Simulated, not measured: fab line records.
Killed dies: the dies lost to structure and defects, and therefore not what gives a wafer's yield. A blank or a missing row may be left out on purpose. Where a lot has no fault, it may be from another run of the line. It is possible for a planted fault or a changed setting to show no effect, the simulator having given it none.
Comparing a struck lot with a sound one || flow nand-harc || 16 out of 1302 route steps
Sound: wafers L741.2, L741.3, L741.5. Struck: wafer L754.6 (left out: L754.4, a lot-mate that was not struck); the cause follows at the end.
Each step with rows lists, per side, the tool, then ch with its chambers, then its first start. Under that, the readings that differ: sound wafers || struck wafers || difference of the means || sigmas: that difference in standard deviations of wafers without a fault.
alike: readings with means less than 2 such deviations apart, plus words and numbers identical on both sides. not compared: withheld readings, readings lacking a value on some wafer, bounds such as >300 that could conceal the same value, and numbers that have no deviation in the record and whose values overlap.
A row with sigmas, a row that says differs or no value, or rows on one side alone: a step with any of these is where the two part. Numbers that don't overlap but have no deviation are shown without sigmas and don't part them. Lack of a reading on every wafer of one side parts them only where that side has two or more wafers.

first, 1 step without rows for these wafers: NHARC_A_DECK1_JOINT_SRD_15.
NHARC_A_DECK1_JOINT_DEP_16: deposits SiO2, target thk 45 nm.
  sound on pecvd-03 ch 0,2, day 14 03:16; struck on pecvd-03 ch 1, day 19 11:16
  alike: heater-power-w, throttle-valve-pct
  not compared: since-wet-clean-h
NHARC_A_DECK1_JOINT_THK_MEAS_17: measures by ellipsometry.
  sound: film-metro-02 at day 14 03:32; struck: film-metro-01 at day 19 11:28
  alike: thk-nm
NHARC_A_DECK1_JOINT_INSPECT_05:
  sound: defect-inspect-02 at day 14 03:35; struck: defect-inspect-02 at day 19 11:29
  alike: raw-defect-count
following that, 1 step holds no rows for these wafers, namely NHARC_A_ONON_D2_DEP_00 (target thickness 1000 nm).
NHARC_A_ONON_D2_THK_MEAS_02: measures by ellipsometry.
  sound: film-metro-01 at day 14 04:10; struck: film-metro-02 at day 19 12:04
{"reading": "thk-nm (nm)", "sound": "986 986 986", "struck": 1016, "difference": "+30", "sigmas": "+2"}
following that, 1 step holds no rows for these wafers, namely NHARC_A_ONON_D2_DEP_03 (target thickness 1000 nm).
NHARC_A_ONON_D2_THK_MEAS_05: measures by ellipsometry.
  sound: film-metro-02 at day 14 04:44; struck: film-metro-01 at day 19 12:38
  alike: thk-nm
following that, 1 step holds no rows for these wafers, namely NHARC_A_ONON_D2_DEP_06 (target thickness 1000 nm).
NHARC_A_ONON_D2_THK_MEAS_08: measures by ellipsometry.
  sound: film-metro-01 at day 14 05:18; struck: film-metro-01 at day 19 13:12
{"reading": "thk-nm (nm)", "sound": "1016 1016 1017", "struck": 994, "difference": -22, "sigmas": -2}
following that, 1 step holds no rows for these wafers, namely NHARC_A_ONON_D2_DEP_09 (target thickness 1000 nm).
NHARC_A_ONON_D2_THK_MEAS_11: measures by ellipsometry.
  sound: film-metro-01 at day 14 05:53; struck: film-metro-02 at day 19 13:46
  alike: thk-nm
NHARC_A_ONON_D2_DEP_12: target thk 1000 nm.
  sound on pecvd-onon-01 ch 0, day 14 06:00; struck on pecvd-onon-02 ch 0, day 19 14:00
{"reading": "n2o-flow-sccm (sccm)", "sound": "2009 2004 2000", "struck": 2017, "difference": "+13", "sigmas": "+2"}
NHARC_A_ONON_D2_THK_MEAS_14: measures by ellipsometry.
  sound: film-metro-01 at day 14 06:27; struck: film-metro-01 at day 19 14:20
{"reading": "thk-nm (nm)", "sound": "994 994 995", "struck": 640, "difference": -354, "sigmas": -30}
then, 1 step without rows for these wafers: NHARC_A_ONON_D2_ANNEAL_15 (time 3600 s).
-- record jumps: 12 days between struck wafers' starts before vs after; left off in module A_ONON_D2, resumes in module END, first step shown is number 1302 of the route --
NHARC_END_SORT_01:
  only the struck wafers appear in the record here, on prober-01 ch 0 at day 31 17:28; the sound ones have no rows

== WHERE THEY PART ==
Earliest at NHARC_A_ONON_D2_THK_MEAS_02; latest, in this record, at NHARC_END_SORT_01.

WHY: whatever the simulator had introduced
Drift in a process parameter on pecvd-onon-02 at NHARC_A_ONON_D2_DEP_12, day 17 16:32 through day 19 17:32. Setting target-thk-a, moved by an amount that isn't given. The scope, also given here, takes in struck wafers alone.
